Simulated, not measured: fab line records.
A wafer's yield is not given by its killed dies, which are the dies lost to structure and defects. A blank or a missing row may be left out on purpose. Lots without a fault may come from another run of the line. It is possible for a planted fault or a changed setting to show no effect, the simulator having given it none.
Lot-split experiment | flow n5_finfet | 21 wafers read across 7 lots, on a route 1938 steps long

== ABOUT THE SPLIT ==
At N5_BEOL_M9_COAT_05 (resist thk 90 nm), the setting spin_rpm was moved away from the recipe's 1500 rpm on 9 of the 21 wafers read, by -10.8% to +10.8%. This setting was run at the recipe's value on the other wafers.

== FROM THE SPLIT TO THE READING: what the file shows between them, 4 steps ==
- N5_BEOL_M9_EBR_07
- N5_BEOL_M9_SOFTBAKE_06: time 60 s
- N5_BEOL_M9_EXPOSE_08: exposes mask M9
- N5_BEOL_M9_PEB_09: peb time 60 s

== THE READING ==
CAR-ArF_of_BEOL_M9_COAT_05.thk_nm (the simulator's own value, which no gauge read), in nm, at N5_BEOL_M9_DEVELOP_10 (develop time 30 s). The file does not state a usual value for it. Average 88.3 nm, standard deviation 0.24 nm, over the 12 wafers here run with the recipe.

wafer  | tool, chamber at the split | spin_rpm as run, rpm | against the recipe | CAR-ArF_of_BEOL_M9_COAT_05.thk_nm, nm | against lot-mates on the recipe
L076.1 | litho_track-04, 0          | 1500                 | recipe             | 88.4                                  | -
L076.4 | litho_track-04, 0          | 1500                 | recipe             | 88                                    | -
L076.6 | litho_track-04, 0          | 1500                 | recipe             | 88.2                                  | -
L079.2 | litho_track-04, 0          | 1338                 | -10.8%             | 93.4                                  | +5.2
L079.3 | litho_track-04, 0          | 1500                 | recipe             | 88.2                                  | -
L079.6 | litho_track-04, 0          | 1338                 | -10.8%             | 93.2                                  | +5.0
L081.3 | litho_track-03, 0          | 1429                 | -4.7%              | 90.2                                  | +2.0
L081.4 | litho_track-03, 0          | 1429                 | -4.7%              | 90.2                                  | +2.0
L081.5 | litho_track-03, 0          | 1500                 | recipe             | 88.2                                  | -
L083.1 | litho_track-05, 0          | 1375                 | -8.3%              | 92.2                                  | +4.2
L083.3 | litho_track-05, 0          | 1375                 | -8.3%              | 92                                    | +4.0
L083.6 | litho_track-05, 0          | 1500                 | recipe             | 88                                    | -
L086.1 | litho_track-05, 0          | 1500                 | recipe             | 88.2                                  | -
L086.2 | litho_track-05, 0          | 1500                 | recipe             | 88.2                                  | -
L086.3 | litho_track-05, 0          | 1662                 | +10.8%             | 83.6                                  | -4.6
L088.4 | litho_track-03, 0          | 1500                 | recipe             | 88.6                                  | -
L088.6 | litho_track-03, 0          | 1500                 | recipe             | 88.6                                  | -
L088.5 | litho_track-03, 0          | 1500                 | recipe             | 88.8                                  | -
L089.1 | litho_track-04, 0          | 1500                 | recipe             | 88.2                                  | -
L089.2 | litho_track-04, 0          | 1454                 | -3.1%              | 89.4                                  | +1.2
L089.6 | litho_track-04, 0          | 1454                 | -3.1%              | 89.2                                  | +1.0

THE FIT
A straight line over all 21 wafers: CAR-ArF_of_BEOL_M9_COAT_05.thk_nm changes by -0.448 nm for each +1% of spin_rpm; r = -0.99; the points scatter about the line by 0.25 nm.
The same after taking each lot's own level away (the mean of its wafers on the recipe; 21 wafers): -0.459 nm for each +1%; r = -1.00; scatter 0.2 nm.
According to that fit, moving spin_rpm by its largest amount changes the reading by 5 nm.
Measured against the standard deviation above, the lots' own levels, which go from 88.00 to 88.67 nm, span 2.8 times it.
The two slopes are in agreement: the lot-to-lot level therefore moves the slope only a little.
Check: with one of the wafers moved furthest among these (+10.8%) left out of the fit, the line predicts -5.17 nm for it against its lot-mates. It came out at -4.6 nm against them.

== FURTHER SPLITS ON THESE WAFERS ==
These wafers also went through other splits before the reading. Each is held against what the fit with the lots' levels taken away leaves over:
other split on the same wafers | wafers away from the commonest value | r with CAR-ArF_of_BEOL_M9_COAT_05.thk_nm (lot level and that fit taken away)
N5_BEOL_M6_ALD_77 ald_cycles   | 10                                   | -0.15
N5_BEOL_M7_DEP_56 time_s       | 6                                    | +0.44
N5_BEOL_M9_ILD_DEP_00 time_s   | 5                                    | +0.06

== THE WHOLE CHAIN: every reading that the file lists as answering this split, in the file's order ==
step                  | what it does      | reading                                                                            | change (the file's fit)               | r (the file's)
N5_BEOL_M9_COAT_05    | resist thk 90 nm  | CAR-ArF_of_BEOL_M9_COAT_05.thk_nm (the simulator's own value, which no gauge read) | -0.44 nm for each +1% of the setting  | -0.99
N5_BEOL_M9_DEVELOP_10 | develop time 30 s | CAR-ArF_of_BEOL_M9_COAT_05.thk_nm (the simulator's own value, which no gauge read) | -0.454 nm for each +1% of the setting | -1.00

== THE FILE'S OWN FIT ==
CAR-ArF_of_BEOL_M9_COAT_05.thk_nm changes by -0.454 nm for each +1% of spin_rpm, r = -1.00.
